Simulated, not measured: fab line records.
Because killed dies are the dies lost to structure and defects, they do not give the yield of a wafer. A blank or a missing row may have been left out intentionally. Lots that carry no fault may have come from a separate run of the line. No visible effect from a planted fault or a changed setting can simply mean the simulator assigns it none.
fab line records	flow n5Finfet
record: lots: 8	wafers: 24	lastDay: 19
route steps=1938 shown SD_EPI_P@307 BEOL_M4@1111 PASSIVATION@1936
lots with no fault: from the same line, run without faults
startH: start of the lot's first displayed wafer, in hours after the record's first day	waitH: hours elapsed since this lot's preceding step	" the same as in the row above	L1.1+2: a single row standing in for several wafers	- no value present, or no start provided	* or withheld: withheld	< > ~ a bound
route shown NAME@n: names a module that has steps shown in the file, with the first one's number in the route	usual: mean/standard deviation of fault-free wafers	same: alike in all rows	chamber/n: place in a boat	sites: each site's reading	_std_site: the standard deviation of these	_edge_site: inner sites' mean taken away from outer sites' mean	radiusMm: how far each site lies from the wafer's centre	mask NAME#n: copy n	behind: the last tool/chamber to shape the wafer	hold: why the lot was held/for how many hours/how that ended	device: names the non-switching transistor (n, p or np)	end of line: tests of these same wafers at the route's end	for a step that has no rows: nothing shown but its recipe	killed: dies lost to structure and defects at the first sort, not the wafer's yield	map: the dies of a wafer, with x for killed, . for not killed, _ for no die there
set.NAME: the run value of the setting; set.NAME@STEP: its run value at that earlier step	model.NAME: the simulator's own value behind a step, which no gauge read
a sample of lots followed through the steps of the route, with each step as a table and each wafer as a row
services: the hour from which a tool's chamber was out of use, counted from the record's first day as startH (under 0 if before that day), plus the number of hours and why
== steps ==
step: N5_SD_EPI_P_ETCH_36
recipe: chemistry: CF4	target: SiARC	targetDepthA: 455	maskMaterial: CAR-ArF-block	timeS: 75.8	ionEnergyEv: 80	pressureMtorr: 40	sourceW: 545	biasW: 36	Ar_flow_sccm: 100	cf4FlowSccm: 100	ends: cleared
usual: biasW: 35.99/0.1	cf4FlowSccm: 100.0/0.33	drypumpMotorCurrentA: 5.7/0.67	etchRfOnTimeS: 75.7/1.2	oesProductAu: 0.68/0.076	rfVppV: 184.0/1.1	showerheadPlenumPTorr: 2.14/0.063	throttleValvePct: 15.61/0.21
lot.wafer	tool	chamber	startH	waitH	biasW	cf4FlowSccm	drypumpMotorCurrentA	etchRfOnTimeS	oesProductAu	rfHoursCounterH	rfVppV	showerheadPlenumPTorr	throttleValvePct
L483.2	rieDiel-01	3	95.87	0.0	36.01	100.7	5.4	76.0	0.59	231	184.4	2.12	15.65
L483.3	"	1	"	"	36.07	99.9	6.8	74.5	0.75	47	184.1	2.18	15.41
L483.5	"	2	"	"	35.99	99.7	4.9	74.1	0.67	-	184.0	2.07	15.58
L488.1	rieDiel-04	1	130.88	0.0	36.10	99.5	5.9	73.6	0.67	131	184.7	2.24	15.65
L488.3	"	3	"	"	36.00	100.4	5.9	74.7	0.80	15	185.1	2.19	15.35
L488.4	"	2	"	"	36.05	100.3	6.2	76.6	0.67	118	183.9	2.08	15.73
L489.1	rieDiel-06	0	133.91	0.0	35.90	99.0	6.2	74.7	0.81	11	184.1	2.19	15.30
L489.2	"	1	"	"	36.16	100.2	4.9	78.3	0.62	188	184.1	2.13	15.63
L489.5	"	3	"	"	35.98	100.0	5.1	77.1	0.62	-	182.0	2.04	15.93
L490.2	rieDiel-01	1	137.95	0.0	35.96	99.6	6.8	75.0	0.72	63	185.4	2.17	15.45
L490.3	"	3	"	"	36.03	99.9	5.4	76.6	0.58	246	183.0	2.12	15.67
L490.5	"	3	"	"	36.12	99.8	5.4	77.0	0.58	-	182.8	2.12	15.67
L494.1	rieDiel-06	1	161.00	0.0	36.11	100.8	4.9	77.5	0.62	196	184.2	2.12	15.65
L494.5	"	2	"	"	35.93	100.2	6.6	74.8	0.84	-	183.4	2.19	15.52
L494.6	"	3	"	"	35.90	100.3	5.1	77.2	0.61	-	183.1	2.04	15.95
L495.2	rieDiel-06	0	169.43	0.0	36.10	99.5	6.2	73.9	0.79	20	185.3	2.19	15.32
L495.4	"	1	"	"	35.87	99.9	5.0	77.3	0.62	197	183.5	2.12	15.65
L495.6	"	1	"	"	36.01	100.1	4.9	76.9	0.63	-	184.5	2.12	15.65
L497.2	rieDiel-01	3	179.92	0.0	36.16	99.7	5.4	73.8	0.82	2	182.9	2.11	15.20
L497.5	"	2	"	"	35.97	100.7	4.9	75.1	0.65	-	181.9	2.07	15.62
L497.6	"	1	"	"	36.14	100.4	6.7	75.6	0.70	-	184.6	2.17	15.47
L498.1	rieDiel-04	2	188.84	0.0	36.19	100.0	6.2	77.0	0.65	135	183.1	2.07	15.77
L498.3	"	1	"	"	36.10	100.4	5.9	74.9	0.65	149	185.5	2.23	15.71
L498.4	"	3	"	"	35.86	100.0	5.8	75.7	0.76	33	183.1	2.18	15.37
step: N5_SD_EPI_P_ETCH_47
recipe: chemistry: CH3F/O2	target: SiOCN	targetDepthA: 250	maskMaterial: SOC	ionEnergyEv: 60	biasW: 29	pressureMtorr: 30	sourceW: 410	Ar_flow_sccm: 150	CH3F_flow_sccm: 30	O2_flow_sccm: 20
usual: CH3F_flow_sccm: 30.00/0.097	O2_flow_sccm: 20.00/0.059	drypumpMotorCurrentA: 5.7/0.67	oes_f_703_au: 0.79/0.087	oesProductAu: 0.79/0.091	rfVppV: 127.9/1.5	showerheadPlenumPTorr: 2.00/0.061	throttleValvePct: 16.33/0.2
lot.wafer	tool	chamber	startH	waitH	CH3F_flow_sccm	O2_flow_sccm	drypumpMotorCurrentA	oes_f_703_au	oesProductAu	rfHoursCounterH	rfVppV	showerheadPlenumPTorr	throttleValvePct
L483.2	rieDiel-01	3	96.35	0.1	30.01	20.00	5.4	0.71	0.68	232	126.9	1.98	16.34
L483.3	"	1	"	"	29.99	19.97	6.7	0.88	0.85	47	125.4	2.04	16.14
L483.5	"	2	"	"	29.82	20.00	4.9	0.78	0.79	-	128.0	1.94	16.32
L488.1	rieDiel-04	1	131.37	0.1	29.85	20.04	5.9	0.78	0.77	131	128.6	2.10	16.40
L488.3	"	3	"	"	29.90	20.10	5.9	0.92	0.94	16	128.1	2.04	16.04
L488.4	"	2	"	"	30.11	19.98	6.2	0.76	0.78	118	128.1	1.94	16.43
L489.1	rieDiel-06	0	134.39	0.1	30.00	20.05	6.3	0.93	0.95	11	127.1	2.05	16.01
L489.2	"	1	"	"	29.81	19.91	4.9	0.73	0.74	188	129.4	1.99	16.37
L489.5	"	3	"	"	29.94	19.93	5.1	0.71	0.73	-	127.7	1.90	16.66
L490.2	rieDiel-01	1	138.43	0.1	30.19	19.90	6.8	0.85	0.85	63	124.6	2.03	16.19
L490.3	"	3	"	"	30.02	20.01	5.4	0.69	0.68	246	128.8	1.97	16.38
L490.5	"	3	"	"	30.03	20.07	5.4	0.69	0.68	-	127.8	1.97	16.38
L494.1	rieDiel-06	1	161.48	0.1	30.09	20.14	4.9	0.73	0.73	196	130.3	1.99	16.39
L494.5	"	2	"	"	30.11	19.95	6.6	0.96	0.99	-	129.8	2.05	16.24
L494.6	"	3	"	"	29.95	20.00	5.1	0.71	0.72	-	127.2	1.90	16.68
L495.2	rieDiel-06	0	169.91	0.1	29.87	20.04	6.3	0.90	0.93	21	127.2	2.05	16.05
L495.4	"	1	"	"	30.13	19.98	4.9	0.72	0.74	198	129.4	1.99	16.39
L495.6	"	1	"	"	30.14	19.98	5.0	0.72	0.73	-	128.4	1.99	16.41
L497.2	rieDiel-01	3	180.40	0.1	29.95	20.04	5.4	0.96	0.95	2	126.6	1.97	15.92
L497.5	"	2	"	"	29.98	19.90	4.9	0.76	0.77	-	127.3	1.93	16.36
L497.6	"	1	"	"	30.13	19.99	6.7	0.83	0.82	-	124.9	2.03	16.21
L498.1	rieDiel-04	2	189.33	0.1	30.05	19.98	6.2	0.76	0.76	135	127.8	1.93	16.47
L498.3	"	1	"	"	29.96	20.06	5.9	0.76	0.76	149	127.6	2.09	16.43
L498.4	"	3	"	"	30.04	20.00	5.9	0.89	0.91	33	129.5	2.03	16.07
step: N5_SD_EPI_P_ETCH_16
recipe: chemistry: CHF3/O2	target: SiO2	targetDepthA: 50	maskMaterial: SOC	pressureMtorr: 30	sourceW: 650	biasW: 170	Ar_flow_sccm: 200	CHF3_flow_sccm: 50	O2_flow_sccm: 5	ionEnergyEv: 200
usual: CHF3_flow_sccm: 50.02/0.17	O2_flow_sccm: 4.998/0.014	drypumpMotorCurrentA: 5.7/0.66	oes_f_703_au: 0.79/0.085	oesProductAu: 0.80/0.088	rfVppV: 526/5.5	showerheadPlenumPTorr: 2.41/0.07	throttleValvePct: 18.91/0.19
lot.wafer	tool	chamber	startH	waitH	CHF3_flow_sccm	O2_flow_sccm	drypumpMotorCurrentA	oes_f_703_au	oesProductAu	rfHoursCounterH	rfVppV	showerheadPlenumPTorr	throttleValvePct
L483.2	rieDiel-01	3	96.45	0.1	49.63	4.989	5.4	0.70	0.69	232	522	2.39	18.89
L483.3	"	1	"	"	49.83	4.973	6.8	0.87	0.87	47	516	2.46	18.75
L483.5	"	2	"	"	50.08	4.998	4.9	0.78	0.80	-	526	2.34	18.91
L488.1	rieDiel-04	1	131.47	0.1	50.14	4.985	5.9	0.77	0.78	131	526	2.52	18.96
L488.3	"	3	"	"	50.02	4.988	5.9	0.92	0.93	16	530	2.46	18.65
L488.4	"	2	"	"	50.31	4.998	6.2	0.77	0.78	118	530	2.34	19.03
L489.1	rieDiel-06	0	134.49	0.1	50.13	4.989	6.2	0.93	0.96	11	525	2.47	18.64
L489.2	"	1	"	"	49.42	5.015	4.9	0.73	0.74	188	531	2.40	18.91
L489.5	"	3	"	"	49.99	4.997	5.1	0.71	0.73	-	525	2.30	19.24
L490.2	rieDiel-01	1	138.53	0.1	49.94	5.020	6.8	0.85	0.84	63	516	2.45	18.76
L490.3	"	3	"	"	50.21	5.011	5.4	0.70	0.68	246	524	2.38	18.90
L490.5	"	3	"	"	50.17	4.999	5.4	0.70	0.68	-	522	2.38	18.91
L494.1	rieDiel-06	1	161.58	0.1	50.03	4.989	4.9	0.73	0.73	196	534	2.39	18.93
L494.5	"	2	"	"	49.91	5.001	6.6	0.96	0.97	-	532	2.47	18.88
L494.6	"	3	"	"	50.12	5.018	5.1	0.71	0.72	-	525	2.30	19.25
L495.2	rieDiel-06	0	170.01	0.1	50.08	5.007	6.3	0.91	0.93	21	525	2.47	18.64
L495.4	"	1	"	"	50.24	4.988	4.9	0.73	0.74	198	533	2.39	18.92
L495.6	"	1	"	"	50.03	5.013	5.0	0.73	0.73	-	534	2.39	18.95
L497.2	rieDiel-01	3	180.50	0.1	50.07	5.027	5.4	0.96	0.96	2	522	2.38	18.54
L497.5	"	2	"	"	50.31	5.014	4.9	0.76	0.77	-	528	2.33	18.94
L497.6	"	1	"	"	49.86	5.006	6.8	0.84	0.83	-	514	2.44	18.80
L498.1	rieDiel-04	2	189.43	0.1	50.00	4.982	6.2	0.76	0.76	135	529	2.33	19.09
L498.3	"	1	"	"	50.20	5.001	5.9	0.77	0.77	149	527	2.51	18.98
L498.4	"	3	"	"	50.30	4.992	5.9	0.89	0.90	33	530	2.45	18.66
step: N5_SD_EPI_P_WET_ETCH_45
recipe: chemistry: dHF	dilution: withheld	timeS: 10.7	target: SiO2	targetDepthA: 20	tempC: 25	dry: ipaMarangoni	rinseTimeS: 30	rinseTempC: 23
usual: rinseTempC: 23.00/0.11	rinseTimeS: 30/0
lot.wafer	tool	chamber	startH	waitH	rinseTempC	rinseTimeS
L483.2	wetBench-02	0	96.62	0.1	22.94	30
L483.3	"	1	"	"	22.92	30
L483.5	"	5	"	"	23.10	30
L488.1	wetBench-04	7	131.63	0.1	-	-
L488.3	"	0	"	"	-	-
L488.4	"	1	"	"	-	-
L489.1	wetBench-04	6	134.66	0.1	-	-
L489.2	"	3	"	"	-	-
L489.5	"	7	"	"	-	-
L490.2	wetBench-02	7	138.69	0.1	-	-
L490.3	"	6	"	"	-	-
L490.5	"	4	"	"	-	-
L494.1	wetBench-04	5	161.75	0.1	23.10	30
L494.5	"	4	"	"	23.10	30
L494.6	"	3	"	"	22.93	30
L495.2	wetBench-02	3	170.18	0.1	23.02	30
L495.4	"	1	"	"	23.02	30
L495.6	"	5	"	"	22.81	30
L497.2	wetBench-01	3	180.67	0.1	23.07	30
L497.5	"	2	"	"	22.99	30
L497.6	"	6	"	"	22.89	30
L498.1	wetBench-04	1	189.59	0.1	22.79	30
L498.3	"	7	"	"	23.12	30
L498.4	"	0	"	"	22.93	30
step: N5_BEOL_M4_RC_MEAS_101
usual: DIBL_N: 36.4/1.4	DIBL_P: 36.4/1.5	IOFF_N: 0.156/0.022	IOFF_P: 0.210/0.023	IOFF_P_LONG: 0.000106/7.3e-06	ION_N: 675/9.1	ION_P: 463/5.7	SS_N: 71.6/0.45	SS_P: 73.3/0.56	VT_N: 250/3.1	VT_P: -250.3/2.3
lot.wafer	tool	chamber	startH	waitH	DIBL_N[mV/V]	DIBL_P[mV/V]	IOFF_N[nA/um]	IOFF_P[nA/um]	IOFF_P_LONG[nA/um]	ION_N[uA/um]	ION_P[uA/um]	SS_N[mV/dec]	SS_P[mV/dec]	VT_N[mV]	VT_P[mV]
L483.2	prober-02	0	234.52	0.2	37.4	37.3	0.160	0.195	9.7e-05	667	455	71.1	73.6	248	-254.0
L483.3	"	0	"	"	37.6	37.7	0.155	0.200	9.8e-05	667	455	71.7	73.8	253	-252.8
L483.5	"	0	"	"	37.8	37.5	0.163	0.206	9.9e-05	670	464	71.4	73.9	249	-251.3
L488.1	prober-01	0	257.31	0.0	35.0	34.3	0.130	0.164	0.000124	666	453	71.2	72.7	252	-258.3
L488.3	"	0	"	"	36.0	35.5	0.140	0.179	0.000126	671	457	71.7	74.1	253	-253.6
L488.4	"	0	"	"	35.3	34.7	0.128	0.166	0.000123	659	452	71.4	73.8	255	-255.3
L489.1	prober-01	0	275.01	0.0	39.9	35.9	0.185	0.220	0.000127	683	458	70.8	73.6	248	-251.2
L489.2	"	0	"	"	36.8	31.8	0.114	0.161	0.000135	657	455	70.9	72.1	254	-253.8
L489.5	"	0	"	"	38.7	34.3	0.155	0.193	0.000124	676	460	71.2	73.4	250	-251.3
L490.2	prober-02	0	278.18	0.2	34.3	33.8	0.131	0.164	0.000133	677	448	71.0	72.2	253	-255.7
L490.3	"	0	"	"	34.9	35.0	0.144	0.174	0.000128	670	454	72.1	73.3	251	-256.8
L490.5	"	0	"	"	35.4	35.7	0.149	0.177	0.00013	668	451	71.8	73.0	254	-255.1
L494.1	prober-02	0	306.09	0.0	39.0	37.6	0.191	0.251	0.000116	683	470	72.0	73.5	250	-247.7
L494.5	"	0	"	"	37.2	35.8	0.156	0.227	0.000111	678	469	71.0	73.2	251	-247.3
L494.6	"	0	"	"	37.0	35.3	0.150	0.210	0.000116	674	462	71.3	73.4	253	-249.9
L495.2	prober-02	0	311.12	0.2	34.7	36.0	0.134	0.192	0.000112	678	465	71.1	72.3	252	-251.0
L495.4	"	0	"	"	34.6	35.4	0.130	0.187	0.000109	661	459	71.7	72.1	251	-251.1
L495.6	"	0	"	"	33.9	34.7	0.116	0.168	0.000111	665	456	71.0	72.4	254	-252.2
L497.2	prober-01	0	317.64	0.2	37.2	37.8	0.178	0.224	0.000107	680	465	71.8	73.4	246	-249.6
L497.5	"	0	"	"	38.5	37.8	0.199	0.230	0.000107	683	464	72.1	73.7	247	-250.2
L497.6	"	0	"	"	36.9	36.5	0.160	0.202	0.000111	681	466	71.9	73.5	248	-252.1
L498.1	prober-02	0	327.70	0.0	37.2	38.6	0.187	0.259	0.000104	685	477	72.3	73.5	246	-249.3
L498.3	"	0	"	"	36.8	37.0	0.166	0.228	0.000108	671	465	72.1	74.1	248	-249.0
L498.4	"	0	"	"	35.9	35.9	0.152	0.212	0.000103	675	467	71.6	73.8	249	-250.1
step: N5_PASSIVATION_PROBE_49
usual: defectLimitedYield: 91.5/1.3	killed_at_M0_to_M3: 33/10	killed_at_M4_up: 13/4	killedAtContacts: 12/6.3	killedAtFrontEnd: 39/11	killedAtOther: 3.4/2.6	killedDies: 100/15	killedOnRim: 13/4	killedOpen: 65/11	killedShort: 34/7.8	sort_bin_5_function: 5.0/0.89	sort_bin_6_memory: 3.2/0.58	sortNPass: 1080/15	sortYieldPct: 91.5/1.3
same: grossDies: 1180	killedAtBackSide: 0	sort_bin_4_leakage[%]: 0	sort_bin_8_speed[%]: 0
lot.wafer	tool	chamber	startH	waitH	defectLimitedYield[%]	killed_at_M0_to_M3	killed_at_M4_up	killedAtContacts	killedAtFrontEnd	killedAtOther	killedDies	killedOnRim	killedOpen	killedShort	sort_bin_5_function[%]	sort_bin_6_memory[%]	sortNPass	sortYieldPct[%]
L483.2	prober-02	-	352.26	0.1	89.7	26	22	13	55	6	122	13	86	36	6.9	3.4	1058	89.7
L483.3	prober-02	-	352.31	0.2	91.1	31	18	7	46	3	105	8	78	26	5.3	3.5	1075	91.1
L483.5	prober-02	-	352.41	0.3	92.6	18	17	8	37	7	87	15	60	27	4.7	2.6	1093	92.6
L488.1	prober-01	-	363.44	0.0	92.9	31	13	3	34	3	84	10	55	29	3.9	2.8	1096	92.9
L488.3	prober-01	-	363.54	0.1	90.9	58	11	13	22	3	107	14	72	33	4.7	3.9	1073	90.9
L488.4	prober-01	-	363.59	0.2	92.7	18	15	8	45	0	86	7	51	34	4.6	2.2	1094	92.7
killed by level:class
L483.2 BEOL_M4:geometricParticle:open=13 STI_FIN_REVEAL:geometricParticle:open=12 FIN_SAQP:geometricParticle:open=11 BEOL_M2:geometricParticle:open=11 MOL_CONTACT_COAG:geometricParticle:open=9 FIN_SAQP:geometricParticle:short=6 GATE_CUT:geometricParticle:short=5 ILD0:geometricParticle:open=5
L483.3 STI_FIN_REVEAL:geometricParticle:open=12 BEOL_M4:geometricParticle:open=11 BEOL_M2:geometricParticle:open=10 FIN_SAQP:geometricParticle:open=7 FIN_SAQP:geometricParticle:short=6 BEOL_M0:geometricParticle:open=6 DUMMY_GATE:geometricParticle:open=4 MOL_CONTACT_COAG:geometricParticle:open=4
L483.5 STI_FIN_REVEAL:geometricParticle:open=9 STI_FIN_REVEAL:geometricParticle:short=7 MOL_CONTACT_COAG:geometricParticle:open=6 BEOL_M1:geometricParticle:open=6 BEOL_M6:geometricParticle:open=5 FIN_SAQP:geometricParticle:open=3 GATE_CUT:geometricParticle:open=3 BEOL_M2:geometricParticle:open=3
L488.1 FIN_SAQP:geometricParticle:short=13 BEOL_M3:geometricParticle:open=7 FIN_SAQP:geometricParticle:open=6 STI_FIN_REVEAL:geometricParticle:open=6 BEOL_M0_SAQP:geometricParticle:open=5 DUMMY_GATE:geometricParticle:open=4 BEOL_M0_SAQP:geometricParticle:short=4 BEOL_M0:geometricParticle:open=4
L488.3 BEOL_M2:geometricParticle:open=13 MOL_CONTACT_COAG:geometricParticle:open=10 BEOL_M1:geometricParticle:open=10 BEOL_M0_SAQP:geometricParticle:open=8 BEOL_M3:geometricParticle:open=7 BEOL_M0_SAQP:geometricParticle:short=7 BEOL_M0:geometricParticle:open=6 FIN_SAQP:geometricParticle:short=4
L488.4 FIN_SAQP:geometricParticle:short=7 GATE_CUT:geometricParticle:short=6 GATE_CUT:geometricParticle:open=6 FIN_SAQP:geometricParticle:open=5 DUMMY_GATE:geometricParticle:open=5 BEOL_M1:geometricParticle:open=4 MOL_CONTACT_COAG:geometricParticle:short=4 MOL_CONTACT_COAG:geometricParticle:open=4
== services ==
tool	chamber	startH	hours	kind
rieDiel-06	0	73.30	-	clean
rieDiel-06	0	73.30	-	consumableReplace:focusRing
rieDiel-06	0	73.30	18.6	scheduledDown
rieDiel-06	0	73.30	18.6	ventCycle
rieDiel-06	-	92.89	0.4	repair
rieDiel-04	0	109.09	-	clean
rieDiel-04	0	109.09	-	consumableReplace:focusRing
rieDiel-04	0	109.09	-	consumableReplace:showerhead
rieDiel-04	0	109.09	20.5	scheduledDown
rieDiel-04	0	109.09	20.5	ventCycle
rieDiel-06	2	114.51	5.9	repair
rieDiel-06	-	116.53	12.6	repair
rieDiel-06	2	130.34	-	clean
rieDiel-06	2	130.34	-	consumableReplace:focusRing
rieDiel-06	2	130.34	22.1	scheduledDown
rieDiel-06	2	130.34	22.1	ventCycle
wetBench-01	-	133.49	1.7	repair
rieDiel-01	3	152.84	-	clean
rieDiel-01	3	152.84	-	consumableReplace:focusRing
rieDiel-01	3	152.84	19.1	scheduledDown
rieDiel-01	3	152.84	19.1	ventCycle
rieDiel-06	1	183.64	4.6	repair
== key ==
firstSign: step: N5_SD_EPI_P_WET_ETCH_45	reading: toolRecord	direction: missing
effect: step: N5_BEOL_M4_RC_MEAS_101	reading: IOFF_P_LONG	direction: up	sigmas: 3	usual: 0.000106	struck: 0.000128
effect: step: N5_BEOL_M4_RC_MEAS_101	reading: VT_P	direction: down	sigmas: 1.9	usual: -250.3	struck: -254.6
effect: step: N5_BEOL_M4_RC_MEAS_101	reading: ION_P	direction: down	sigmas: 1.5	usual: 463	struck: 454
effect: step: N5_BEOL_M4_RC_MEAS_101	reading: IOFF_P	direction: down	sigmas: 1.4	usual: 0.210	struck: 0.178
metAt N5_SD_EPI_P_WET_ETCH_45
struckLots L488,L489,L490
notActingAt N5_SD_EPI_P_ETCH_36,N5_SD_EPI_P_ETCH_47,N5_SD_EPI_P_ETCH_16
onsetBetween 96.62 131.63
fault: kind: skippedStepWhole	tool: wetBench-02,wetBench-04	chamber: -	onsetH: 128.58	steps: N5_SD_EPI_P_WET_ETCH_45	scope: struckLotsOnly
